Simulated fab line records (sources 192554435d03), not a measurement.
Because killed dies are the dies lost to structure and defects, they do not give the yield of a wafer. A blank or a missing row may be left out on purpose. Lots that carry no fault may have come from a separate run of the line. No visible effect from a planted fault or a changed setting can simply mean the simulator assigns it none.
Which tool was responsible? + flow n5Finfet + 12 lots with 36 wafers sampled at 3 steps, on a route of 1938 steps

## WHAT EACH GAUGE READ, for each wafer
N5_BEOL_M4_OVL_MEAS_29.
| lot  | measured     | on         | V3_OVL (nm)    |
|------|--------------|------------|----------------|
| L078 | day 9 06:40  | overlay-01 | -0.4 0.3 -0.1  |
| L077 | day 9 11:56  | overlay-01 | -0.1 -0.1 0.3  |
| L080 | day 9 21:07  | overlay-01 | 0.4 0.3 0.5    |
| L081 | day 10 09:34 | overlay-01 | 0.5 0.0 -0.5   |
| L083 | day 10 11:38 | overlay-02 | -0.6 0.5 -0.2  |
| L084 | day 12 11:14 | overlay-02 | -0.8 -0.2 -0.5 |
| L087 | day 12 16:19 | overlay-01 | -0.1 1.5 0.3   |
| L089 | day 12 20:26 | overlay-02 | 0.2 -0.2 0.3   |
| L090 | day 13 04:19 | overlay-01 | -0.3 0.1 0.5   |
| L092 | day 13 09:33 | overlay-02 | -0.3 -0.1 -0.6 |
| L095 | day 14 01:16 | overlay-01 | -0.3 -0.8 -0.9 |
| L097 | day 15 10:50 | overlay-02 | 0.2 -0.4 -1.3  |

## EACH LOT AND THE TOOL THAT RAN IT (in order: tool; ch and the chambers of the sampled wafers; start)
| lot  | N5_BEOL_M4_ETCH_74                | N5_BEOL_M4_STRIP_66               |
|------|-----------------------------------|-----------------------------------|
| L078 | rieDiel-02 ch 0,2, day 9 05:56    | rieDiel-02 ch 0,2, day 9 06:06    |
| L077 | rieDiel-02 ch 0,1,2, day 9 11:10  | rieDiel-02 ch 0,1,2, day 9 11:21  |
| L080 | rieDiel-06 ch 0,1,3, day 9 20:17  | rieDiel-06 ch 0,1,3, day 9 20:28  |
| L081 | rieDiel-06 ch 0,1,2, day 10 08:38 | rieDiel-06 ch 0,1,2, day 10 08:49 |
| L083 | rieDiel-06 ch 1,2,3, day 10 10:49 | rieDiel-06 ch 1,2,3, day 10 11:00 |
| L084 | rieDiel-03 ch 0,2,3, day 12 10:08 | rieDiel-03 ch 0,2,3, day 12 10:18 |
| L087 | rieDiel-02 ch 2,3, day 12 15:24   | rieDiel-02 ch 2,3, day 12 15:35   |
| L089 | rieDiel-06 ch 0,1,2, day 12 19:33 | rieDiel-06 ch 0,1,2, day 12 19:44 |
| L090 | rieDiel-06 ch 0,1, day 13 03:26   | rieDiel-06 ch 0,1, day 13 03:37   |
| L092 | rieDiel-02 ch 0,2, day 13 08:48   | rieDiel-02 ch 0,2, day 13 08:59   |
| L095 | rieDiel-02 ch 1,2,3, day 14 00:14 | rieDiel-02 ch 1,2,3, day 14 00:25 |
| L097 | rieDiel-03 ch 0,1,3, day 15 10:02 | rieDiel-03 ch 0,1,3, day 15 10:13 |
- N5_BEOL_M4_ETCH_74: etches underlayer in N2/H2, target depth 6.5 nm, time 5.2 s.
- N5_BEOL_M4_STRIP_66: strips in CF4.

## THE ANSWER, worked out from the rows above alone
Rule: the usual values come from the lots themselves. Put in order of their means at a reading, lots are off if they are a third of the lots or fewer, leave a main group of 4 or more, and stand apart from it by a gap of 3 or more times the standard deviation of the main group's means; of several such gaps the widest counts. The tables above print the reading to a certain number of digits; a main group whose means all agree to those digits is not used. Also off: a lot with no number at a reading for which 4 or more lots have one. The other lots that the step has rows for count as sound.
Across all readings shown, no lot is off: no conclusion can be drawn from this.

## WHAT WAS PUT IN BY THE SIMULATOR
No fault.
